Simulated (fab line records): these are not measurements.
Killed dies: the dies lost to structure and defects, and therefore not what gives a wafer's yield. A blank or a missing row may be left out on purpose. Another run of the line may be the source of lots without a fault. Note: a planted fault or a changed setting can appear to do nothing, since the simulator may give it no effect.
fab line records	flow n5Finfet	part 1 of 2: steps 1 to 22 of 29
[record] lots = 5	wafers = 15	lastDay = 16
route steps=1938 shown BEOL_M10@1511 BEOL_M11@1536
lots untouched by any fault: they come from a run of this same line in which no faults occurred
startH: start of the lot's first displayed wafer, in hours after the record's first day	waitH: time in hours since the lot's previous step	" the same as in the row above	L1.1+2: one row covering several wafers at once	- either no value or no given start	* or withheld: withheld	< > ~ a bound
route shown NAME@n: names a module that has steps shown in the file, with the first one's number in the route	usual: mean/standard deviation of fault-free wafers	same: alike in all rows	chamber/n: place in a boat	sites: the reading at each site	_std_site: how widely they spread, as a standard deviation	_edge_site: inner sites' mean taken away from outer sites' mean	radiusMm: how far each site lies from the wafer's centre	mask NAME#n: copy n	behind: the last tool/chamber to shape the wafer	hold: the reason the lot was held/the length of the hold in hours/how it ended	device: the n, p or np transistor that did not switch	end of line: tests run on the same wafers once the route is complete	step lacking rows: just its recipe	killed: at the first sort, the dies lost to defects and structure; wafer yield is something else	map: dies across one wafer; x = killed, . = not, _ = none there
set.NAME: the setting as run; set.NAME@STEP: as run at that earlier step	model.NAME: the simulator's own value behind a step, which no gauge read
certain route steps with their lots: each step a table, each wafer a row
services: a tool's chamber out of use, with start hour (startH, from the record's first day; less than 0 if before it), hours out, and reason
[[steps]]
[step N5_BEOL_M10_STRIP_36]
[recipe] chemistry = N2/H2	powerW = 450	tempC = 40	pressureMtorr = 20	rfFrequencyHz = 6e+07	overashFraction = 0.3	biasPowerW = 7	h2Frac = 0.5	n2FlowSccm = 200	h2FlowSccm = 200
[usual] drypumpMotorCurrentA = 5.6/0.46	oesProductAu = 0.80/0.093	rfVppV = 59.2/1.9	showerheadPlenumPTorr = 2.53/0.12	throttleValvePct = 23.54/0.19
lot.wafer	tool	chamber	startH	waitH	drypumpMotorCurrentA	oesProductAu	rfHoursCounterH	rfVppV	showerheadPlenumPTorr	throttleValvePct
L075.1	rieDiel-04	2	228.63	0.0	6.1	0.69	235	58.1	2.40	24.09
L075.2	"	3	"	"	5.3	0.96	12	56.6	2.69	23.37
L075.4	"	0	"	"	5.5	0.94	31	60.6	2.59	23.52
L081.3	rieDiel-03	2	251.62	0.0	5.2	0.76	148	59.9	2.44	23.49
L081.4	"	2	"	"	5.2	0.78	-	60.8	2.44	23.53
L081.5	"	3	"	"	5.4	0.69	-	57.1	2.51	23.63
L080.1	rieDiel-03	2	254.09	0.0	5.2	0.78	150	56.1	2.43	23.51
L080.5	"	3	"	"	5.3	0.70	-	58.9	2.51	23.62
L080.6	"	0	"	"	5.5	0.83	-	58.2	2.68	23.34
L086.1	rieDiel-03	3	286.85	0.0	5.4	0.68	247	61.7	2.50	23.65
L086.4	"	2	"	"	5.2	0.76	164	58.5	2.43	23.55
L086.5	"	1	"	"	6.0	0.73	-	58.5	2.39	23.54
L090.2	rieDiel-03	2	311.01	0.0	5.2	0.75	175	60.6	2.42	23.55
L090.3	"	1	"	"	6.0	0.74	180	59.3	2.39	23.58
L090.6	"	0	"	"	5.5	0.81	-	58.6	2.67	23.40
[step N5_BEOL_M10_TRENCH_ETCH_37]
[recipe] chemistry = C4F6/O2	targetDepthA = 1488.3	target = SiCOH_lowk	timeS = 48	ionEnergyEv = 250	pressureMtorr = 30	sourceW = 345	biasW = 185	Ar_flow_sccm = 300	C4F6_flow_sccm = 10	O2_flow_sccm = 10
[usual] drypumpMotorCurrentA = 5.6/0.46	oes_ar_750_au = 0.81/0.091	oesProductAu = 0.80/0.095	rfVppV = 671/18	showerheadPlenumPTorr = 2.84/0.13	throttleValvePct = 20.92/0.27
[same] timeS = 48
lot.wafer	tool	chamber	startH	waitH	drypumpMotorCurrentA	oes_ar_750_au	oesProductAu	rfHoursCounterH	rfVppV	showerheadPlenumPTorr	throttleValvePct
L075.1	rieDiel-04	2	-	-	6.1	0.69	0.67	235	634	2.69	21.27
L075.2	"	3	"	"	5.3	0.96	0.97	12	677	3.04	20.81
L075.4	"	0	"	"	5.5	0.94	0.94	31	657	2.88	20.46
L081.3	rieDiel-03	2	-	-	5.1	0.78	0.78	148	675	2.75	21.02
L081.4	"	2	"	"	5.2	0.77	0.77	-	675	2.75	21.01
L081.5	"	3	"	"	5.4	0.71	0.70	-	662	2.78	20.89
L080.1	rieDiel-03	2	-	-	5.2	0.77	0.78	150	676	2.75	21.01
L080.5	"	3	"	"	5.4	0.72	0.70	-	662	2.78	20.88
L080.6	"	0	"	"	5.5	0.86	0.85	-	667	3.02	20.79
L086.1	rieDiel-03	3	-	-	5.3	0.71	0.69	247	662	2.78	20.90
L086.4	"	2	"	"	5.2	0.77	0.76	164	675	2.74	21.05
L086.5	"	1	"	"	6.0	0.74	0.73	-	664	2.75	21.43
L090.2	rieDiel-03	2	-	-	5.2	0.76	0.76	175	676	2.74	21.03
L090.3	"	1	"	"	6.0	0.73	0.73	180	664	2.75	21.44
L090.6	"	0	"	"	5.5	0.83	0.83	-	668	3.01	20.82
[step N5_BEOL_M10_ETCH_41]
[recipe] chemistry = CH3F/O2	target = SiCN	targetDepthA = 426	taperDeg = 2	timeS = 86	ionEnergyEv = 120	maskMaterial = TiN	pressureMtorr = 30	sourceW = 395	biasW = 75	Ar_flow_sccm = 150	CH3F_flow_sccm = 30	O2_flow_sccm = 20
[usual] drypumpMotorCurrentA = 5.6/0.46	oesProductAu = 0.81/0.096	rfVppV = 297.2/2.1	showerheadPlenumPTorr = 2.00/0.096	throttleValvePct = 16.30/0.27
[same] timeS = 86
lot.wafer	tool	chamber	startH	waitH	drypumpMotorCurrentA	oesProductAu	rfHoursCounterH	rfVppV	showerheadPlenumPTorr	throttleValvePct
L075.1	rieDiel-04	2	-	-	6.1	0.67	235	295.4	1.89	16.70
L075.2	"	3	"	"	5.3	0.98	12	299.2	2.14	16.07
L075.4	"	0	"	"	5.5	0.94	31	298.4	2.02	15.84
L081.3	rieDiel-03	2	-	-	5.2	0.78	148	294.6	1.93	16.38
L081.4	"	2	"	"	5.2	0.78	-	296.6	1.93	16.39
L081.5	"	3	"	"	5.4	0.70	-	299.2	1.96	16.40
L080.1	rieDiel-03	2	-	-	5.2	0.77	150	294.5	1.93	16.37
L080.5	"	3	"	"	5.3	0.70	-	296.1	1.96	16.38
L080.6	"	0	"	"	5.5	0.86	-	299.7	2.13	16.12
L086.1	rieDiel-03	3	-	-	5.4	0.69	247	296.8	1.95	16.42
L086.4	"	2	"	"	5.2	0.77	164	296.0	1.92	16.41
L086.5	"	1	"	"	6.0	0.74	-	296.2	1.93	16.77
L090.2	rieDiel-03	2	-	-	5.2	0.74	175	296.7	1.92	16.42
L090.3	"	1	"	"	6.0	0.73	180	297.3	1.92	16.79
L090.6	"	0	"	"	5.5	0.83	-	299.0	2.12	16.18
[step N5_BEOL_M10_STRIP_77]
[recipe] chemistry = N2/H2	timeS = 10	powerW = 450	tempC = 40	pressureMtorr = 20	rfFrequencyHz = 6e+07	biasPowerW = 7	n2FlowSccm = 200	h2FlowSccm = 200
[usual] drypumpMotorCurrentA = 5.6/0.46	oesProductAu = 0.80/0.093	rfVppV = 59.0/0.85	showerheadPlenumPTorr = 2.53/0.12	throttleValvePct = 23.54/0.19
[same] timeS = 10
lot.wafer	tool	chamber	startH	waitH	drypumpMotorCurrentA	oesProductAu	rfHoursCounterH	rfVppV	showerheadPlenumPTorr	throttleValvePct
L075.1	rieDiel-04	2	-	-	6.1	0.69	235	59.2	2.40	24.07
L075.2	"	3	"	"	5.3	0.97	12	59.9	2.69	23.32
L075.4	"	0	"	"	5.5	0.93	31	59.9	2.59	23.53
L081.3	rieDiel-03	2	-	-	5.2	0.77	148	58.5	2.44	23.51
L081.4	"	2	"	"	5.2	0.77	-	59.6	2.44	23.51
L081.5	"	3	"	"	5.4	0.69	-	58.6	2.51	23.63
L080.1	rieDiel-03	2	-	-	5.2	0.76	150	60.0	2.43	23.51
L080.5	"	3	"	"	5.4	0.69	-	60.0	2.51	23.63
L080.6	"	0	"	"	5.5	0.84	-	59.8	2.68	23.33
L086.1	rieDiel-03	3	-	-	5.4	0.68	247	58.3	2.50	23.65
L086.4	"	2	"	"	5.2	0.76	164	57.6	2.43	23.53
L086.5	"	1	"	"	6.0	0.74	-	59.1	2.39	23.56
L090.2	rieDiel-03	2	-	-	5.2	0.75	175	59.0	2.42	23.53
L090.3	"	1	"	"	6.1	0.73	180	60.0	2.39	23.57
L090.6	"	0	"	"	5.5	0.82	-	60.3	2.67	23.34
[step N5_BEOL_M10_OCD_MEAS_38]
[usual] trenchDepthNm = 150/4.6
lot.wafer	tool	chamber	startH	waitH	trenchDepthNm
L075.1	ocd-01	-	228.85	-	144
L075.2	"	-	"	"	157
L075.4	"	-	"	"	155
L081.3	ocd-01	-	251.84	-	153
L081.4	"	-	"	"	152
L081.5	"	-	"	"	147
L080.1	ocd-02	-	254.32	-	153
L080.5	"	-	"	"	148
L080.6	"	-	"	"	156
L086.1	ocd-01	-	287.07	-	147
L086.4	"	-	"	"	151
L086.5	"	-	"	"	151
L090.2	ocd-01	-	311.24	-	152
L090.3	"	-	"	"	152
L090.6	"	-	"	"	155
[step N5_BEOL_M10_HM_STRIP_39]
[recipe] chemistry = peroxideTinStrip	material = TiN	targetDepthA = 250	tempC = 50	timeS = 158
[same] timeS = 158
lot.wafer	tool	chamber	startH	waitH
L075.1+2+4	wetBench-03	5,4,0	228.88	0.0
L081.3+4+5	wetBench-02	3,2,7	251.87	0.0
L080.1+5+6	wetBench-02	6,4,5	254.35	0.0
L086.1+4+5	wetBench-03	7,3,6	287.10	0.0
L090.2+3+6	wetBench-02	1,6,4	311.27	0.0
[step N5_BEOL_M10_SRD_40]
[recipe] timeS = 30	tempC = 23	rinseLiquid = diw	dry = ipaMarangoni
[same] timeS = 30
lot.wafer	tool	chamber	startH	waitH
L075.1+2+4	wetBench-03	5,4,0	228.93	0.0
L081.3+4+5	wetBench-02	3,2,7	251.92	0.0
L080.1+5+6	wetBench-02	6,4,5	254.40	0.0
L086.1+4+5	wetBench-03	7,3,6	287.15	0.0
L090.2+3+6	wetBench-02	1,6,4	311.31	0.0
[step N5_BEOL_M10_PRECLEAN_42]
[recipe] chemistry = residueRemover	timeS = 60	tempC = 40
[same] timeS = 60
lot.wafer	tool	chamber	startH	waitH
L075.1+2+4	wetBench-03	5,4,0	228.95	0.0
L081.3+4+5	wetBench-02	3,2,7	251.94	0.0
L080.1+5+6	wetBench-02	6,4,5	254.41	0.0
L086.1+4+5	wetBench-03	7,3,6	287.17	0.0
L090.2+3+6	wetBench-02	1,6,4	311.33	0.0
[step N5_BEOL_M10_SRD_43]
[recipe] timeS = 30	tempC = 23	rinseLiquid = diw	dry = ipaMarangoni
[same] timeS = 30
lot.wafer	tool	chamber	startH	waitH
L075.1+2+4	wetBench-03	5,4,0	228.96	0.0
L081.3+4+5	wetBench-02	3,2,7	251.95	0.0
L080.1+5+6	wetBench-02	6,4,5	254.43	0.0
L086.1+4+5	wetBench-03	7,3,6	287.18	0.0
L090.2+3+6	wetBench-02	1,6,4	311.35	0.0
[step N5_BEOL_M10_CD_MEAS_35]
[recipe] targetCdNm = 70	polarity = opening
[usual] cdNm = 69.4/0.91
lot.wafer	tool	chamber	startH	waitH	cdNm
L075.1	cdSem-01	-	229.00	0.0	70.6
L075.2	"	-	"	"	70.4
L075.4	"	-	"	"	70.1
L081.3	cdSem-01	-	252.00	0.0	70.4
L081.4	"	-	"	"	69.9
L081.5	"	-	"	"	68.3
L080.1	cdSem-02	-	254.47	0.0	70.6
L080.5	"	-	"	"	68.9
L080.6	"	-	"	"	70.2
L086.1	cdSem-02	-	287.22	0.0	69.3
L086.4	"	-	"	"	70.4
L086.5	"	-	"	"	68.8
L090.2	cdSem-03	-	311.39	0.0	68.9
L090.3	"	-	"	"	70.0
L090.6	"	-	"	"	71.0
[step N5_BEOL_M10_CURE_72]
[recipe] tempC = 370	timeS = 120	ambient = DMADMS/He	material = SiCOH_lowk
[usual] lampPowerPct = 52.32/0.052	wafer_temp_C_max = 372.1/0.67
[same] timeS = 120
lot.wafer	tool	chamber	startH	waitH	lampPowerPct	wafer_temp_C_max
L075.1	uvCure-01	1	229.05	0.0	52.35	372.3
L075.2	"	1	"	"	52.36	371.9
L075.4	"	1	"	"	52.31	372.5
L081.3	uvCure-03	0	252.13	0.1	52.32	373.2
L081.4	"	0	"	"	52.28	371.6
L081.5	"	0	"	"	52.32	371.4
L080.1	uvCure-03	0	254.83	0.4	52.29	372.1
L080.5	"	0	"	"	52.31	372.2
L080.6	"	0	"	"	52.23	371.9
L086.1	uvCure-03	0	287.26	0.0	52.32	371.6
L086.4	"	0	"	"	52.32	372.1
L086.5	"	0	"	"	52.30	372.2
L090.2	uvCure-01	0	311.48	0.1	52.34	371.5
L090.3	"	0	"	"	52.29	372.3
L090.6	"	0	"	"	52.35	371.3
[step N5_BEOL_M10_DEGAS_44]
[recipe] ambient = vacuum	tempC = 250	timeS = 60
[usual] heaterPowerW = 357/40	susceptorTempC = 249.99/0.21
[same] timeS = 60
lot.wafer	tool	chamber	startH	waitH	heaterPowerW	susceptorTempC
L075.1	pvdSputter-03	-	229.45	0.4	316	250.33
L075.2	"	-	"	"	405	249.72
L075.4	"	-	"	"	339	250.12
L081.3	pvdSputter-02	-	252.44	0.3	414	250.32
L081.4	"	-	"	"	321	249.95
L081.5	"	-	"	"	404	250.27
L080.1	pvdSputter-01	-	255.42	0.5	271	250.10
L080.5	"	-	"	"	378	250.02
L080.6	"	-	"	"	263	249.86
L086.1	pvdSputter-02	-	288.31	1.0	366	249.70
L086.4	"	-	"	"	343	250.05
L086.5	"	-	"	"	398	249.72
L090.2	pvdSputter-02	-	312.84	1.3	312	249.82
L090.3	"	-	"	"	362	250.27
L090.6	"	-	"	"	403	250.18
[step N5_BEOL_M10_PRE_CLEAN_45]
[recipe] gas = H2/He	timeS = 30	tempC = 250
[usual] heaterPowerW = 358/40	susceptorTempC = 249.98/0.2
[same] timeS = 30
lot.wafer	tool	chamber	startH	waitH	heaterPowerW	susceptorTempC
L075.1	pvdSputter-03	-	229.49	0.0	312	250.02
L075.2	"	-	"	"	411	250.13
L075.4	"	-	"	"	346	250.23
L081.3	pvdSputter-02	-	252.48	0.0	402	249.81
L081.4	"	-	"	"	326	249.87
L081.5	"	-	"	"	411	249.66
L080.1	pvdSputter-01	-	255.46	0.0	262	249.99
L080.5	"	-	"	"	366	250.10
L080.6	"	-	"	"	271	250.25
L086.1	pvdSputter-02	-	288.35	0.0	359	249.98
L086.4	"	-	"	"	339	249.78
L086.5	"	-	"	"	413	249.73
L090.2	pvdSputter-02	-	312.88	0.0	314	249.88
L090.3	"	-	"	"	372	249.70
L090.6	"	-	"	"	410	250.16
[step N5_BEOL_M10_ALD_74]
[recipe] material = TaN	targetThkA = 20	tempC = 275	aldPrecursorFamily = PDMAT	aldCoReactant = NH3	pressureTorr = 3	carrierFlowSccm = 1500	pulseTimeS = 2	purgeTimeS = 3	coReactantPurgeTimeS = 2	coReactantPulseTimeS = 3	aldCycles = 40	precursorVesselTempC = 75	precursorVesselPressureTorr = 26.25	precursorVesselCarrierSccm = 1000
[usual] heaterPowerW = 441/57	susceptorTempC = 275.03/0.19
[same] coReactantPurgeTimeS = 2	purgeTimeS = 3
lot.wafer	tool	chamber	startH	waitH	heaterPowerW	susceptorTempC
L075.1	aldMetal-04	2	229.72	0.2	416	275.20
L075.2	"	3	"	"	400	275.00
L075.4	"	0	"	"	403	274.86
L081.3	aldMetal-01	1	252.57	0.1	418	275.22
L081.4	"	0	"	"	438	274.90
L081.5	"	2	"	"	402	275.15
L080.1	aldMetal-02	0	255.52	0.0	439	274.96
L080.5	"	3	"	"	437	274.68
L080.6	"	2	"	"	478	275.05
L086.1	aldMetal-04	2	288.64	0.3	410	274.88
L086.4	"	3	"	"	396	275.27
L086.5	"	1	"	"	524	275.13
L090.2	aldMetal-04	3	312.94	0.0	389	274.81
L090.3	"	0	"	"	400	275.07
L090.6	"	2	"	"	407	274.86
[step N5_BEOL_M10_SURFACE_TREAT_76]
[recipe] gas = Ar	timeS = *	ionEnergyEv = *	ionCurrentMaCm2 = 0.5	pressureMtorr = *	arFlowSccm = 30
[usual] throttleValvePct = *
[same] timeS = *
lot.wafer	tool	chamber	startH	waitH	throttleValvePct
L075.1	pvdSputter-03	-	230.43	0.6	*
L075.2	"	-	"	"	*
L075.4	"	-	"	"	*
L081.3	pvdSputter-02	-	252.92	0.2	*
L081.4	"	-	"	"	*
L081.5	"	-	"	"	*
L080.1	pvdSputter-01	-	255.86	0.2	*
L080.5	"	-	"	"	*
L080.6	"	-	"	"	*
L086.1	pvdSputter-01	-	289.35	0.6	*
L086.4	"	-	"	"	*
L086.5	"	-	"	"	*
L090.2	pvdSputter-02	-	313.26	0.2	*
L090.3	"	-	"	"	*
L090.6	"	-	"	"	*
[step N5_BEOL_M10_CVD_75]
[recipe] material = Co	targetThkA = 20	tempC = withheld	precursor = CCTBA/H2	pressureTorr = 30	timeS = 138.9
[same] timeS = 138.9
lot.wafer	tool	chamber	startH	waitH
L075.1+2+4	cvdCo-02	0,1,1	230.56	0.1
L081.3+4+5	cvdCo-01	2,2,1	253.04	0.1
L080.1+5+6	cvdCo-01	2,2,1	255.92	0.0
L086.1+4+5	cvdCo-02	2,1,2	289.41	0.0
L090.2+3+6	cvdCo-01	2,1,0	313.34	0.1
[step N5_BEOL_M10_SPUTTER_48]
[recipe] material = Cu	targetThkA = 120	tempC = -20	biasV = 60	powerW = 26000	chamberPressurePa = 0.13	timeS = 2
[usual] susceptorTempC = -20.01/0.11	throttleValvePct = 30.3/1.3
[same] timeS = 2
lot.wafer	tool	chamber	startH	waitH	susceptorTempC	throttleValvePct
L075.1	pvdSputter-02	-	230.70	0.1	-20.08	28.6
L075.2	"	-	"	"	-20.14	30.5
L075.4	"	-	"	"	-20.13	30.6
L081.3	pvdSputter-01	-	253.18	0.1	-20.09	28.6
L081.4	"	-	"	"	-19.91	29.3
L081.5	"	-	"	"	-19.97	29.5
L080.1	pvdSputter-02	-	256.18	0.2	-19.93	30.6
L080.5	"	-	"	"	-19.95	28.6
L080.6	"	-	"	"	-19.98	30.6
L086.1	pvdSputter-01	-	289.63	0.2	-19.92	29.0
L086.4	"	-	"	"	-20.08	28.7
L086.5	"	-	"	"	-20.03	29.2
L090.2	pvdSputter-02	-	313.46	0.1	-19.97	30.7
L090.3	"	-	"	"	-19.78	31.4
L090.6	"	-	"	"	-19.98	30.4
[step N5_BEOL_M10_ECD_50]
[recipe] material = Cu	targetThkA = 3180
lot.wafer	tool	chamber	startH	waitH
L075.1+2+4	ecdCu-02	1,0,0	230.82	0.1
L081.3+4+5	ecdCu-02	1,0,1	253.32	0.1
L080.1+5+6	ecdCu-02	1,0,1	256.29	0.1
L086.1+4+5	ecdCu-02	1,0,1	289.74	0.1
L090.2+3+6	ecdCu-01	0,1,0	313.58	0.1
[step N5_BEOL_M10_ANNEAL_51]
[recipe] tempC = 225	timeS = 90	ambient = N2
[usual] wafer_temp_C_max = 226.03/0.26
[same] timeS = 90
lot.wafer	tool	chamber	startH	waitH	wafer_temp_C_max
L075.1	rtpAnneal-01	0	231.09	0.2	225.97
L075.2	"	0	"	"	226.15
L075.4	"	0	"	"	225.98
L081.3	rtpAnneal-02	0	253.68	0.3	226.28
L081.4	"	0	"	"	226.19
L081.5	"	0	"	"	226.39
L080.1	rtpAnneal-02	0	256.53	0.2	225.83
L080.5	"	0	"	"	226.48
L080.6	"	0	"	"	226.12
L086.1	rtpAnneal-01	0	289.85	0.1	226.00
L086.4	"	0	"	"	225.50
L086.5	"	0	"	"	225.52
L090.2	rtpAnneal-02	0	313.88	0.3	225.77
L090.3	"	0	"	"	225.85
L090.6	"	0	"	"	226.03
[step N5_BEOL_M10_CMP_52]
[recipe] stopOn = SiCOH_lowk	tOverpolishS = 7	downForcePsi = 1	platenRpm = 50	clearingPlatenDownForcePsi = 1.5	clearingPlatenRpm = 50	postCmpClean = cuAlkaline	targetThkNm = 140	clearingPlatenPadVelocityMS = 0.99484	padVelocityMS = 0.99484
[usual] barrierFieldEndpointS = 28.9/0.87	motorCurrentA = 5.7/0.56	overpolishRunS = 7.000/0.0092	platenRpm = 50.00/0.034	slurryFlowMlMin = 150.0/0.49	timeToEndpointS = 67/4.1
lot.wafer	tool	chamber	startH	waitH	barrierFieldEndpointS	motorCurrentA	overpolishRunS	platenRpm	slurryFlowMlMin	timeToEndpointS
L075.1	cmp-02	0	231.44	0.3	28.9	6.2	7.014	50.04	150.3	69
L075.4	"	1	"	"	29.2	5.2	7.005	49.94	150.8	65
L075.2	"	2	"	"	29.0	5.6	7.009	50.03	149.4	69
L081.3	cmp-02	0	253.93	0.2	27.8	6.1	7.009	50.04	149.7	66
L081.4	"	2	"	"	27.4	5.5	6.996	50.00	149.7	61
L081.5	"	3	"	"	29.3	5.7	6.997	50.03	149.9	71
L080.1	cmp-02	3	256.84	0.3	30.2	5.9	6.998	49.94	150.7	72
L080.6	"	3	"	"	30.9	5.7	7.010	50.03	150.4	73
L080.5	"	0	"	"	29.3	6.1	7.004	49.99	149.6	65
L086.1	cmp-04	2	290.15	0.3	28.2	5.2	7.005	49.95	150.6	68
L086.4	"	1	"	"	30.5	5.3	7.010	50.02	150.6	72
L086.5	"	3	"	"	29.2	6.2	7.002	50.02	149.3	66
L090.2	cmp-02	2	314.13	0.2	27.8	5.7	6.999	50.00	149.6	62
L090.3	"	1	"	"	28.0	4.9	7.011	50.01	149.2	64
L090.6	"	3	"	"	30.0	5.6	6.995	49.94	150.3	74
[step N5_BEOL_M10_THK_MEAS_53]
[recipe] thkMeasGauge = xrf	reads = Cu_of_BEOL_M10_ECD_50
[usual] M10_THK = 141/5.1
lot.wafer	tool	chamber	startH	waitH	M10_THK[nm]
L075.1	filmMetro-02	-	231.69	-	139
L075.2	"	-	"	"	151
L075.4	"	-	"	"	149
L081.3	filmMetro-01	-	254.18	-	144
L081.4	"	-	"	"	143
L081.5	"	-	"	"	138
L080.1	filmMetro-01	-	257.13	-	146
L080.5	"	-	"	"	140
L080.6	"	-	"	"	150
L086.1	filmMetro-02	-	290.45	-	138
L086.4	"	-	"	"	146
L086.5	"	-	"	"	142
L090.2	filmMetro-02	-	314.43	-	141
L090.3	"	-	"	"	141
L090.6	"	-	"	"	147
[step N5_BEOL_M10_PRE_CLEAN_55]
[recipe] gas = NH3	timeS = 15	tempC = withheld	rfPowerW = 300
[same] timeS = 15
lot.wafer	tool	chamber	startH	waitH
L075.1+2+4	pecvd-04	1,0,1	231.73	0.0
L081.3+4+5	pecvd-03	0,2,1	254.22	0.0
L080.1+5+6	pecvd-04	2,0,1	257.17	0.0
L086.1+4+5	pecvd-03	2,0,2	290.48	0.0
L090.2+3+6	pecvd-02	2,0,1	314.46	0.0
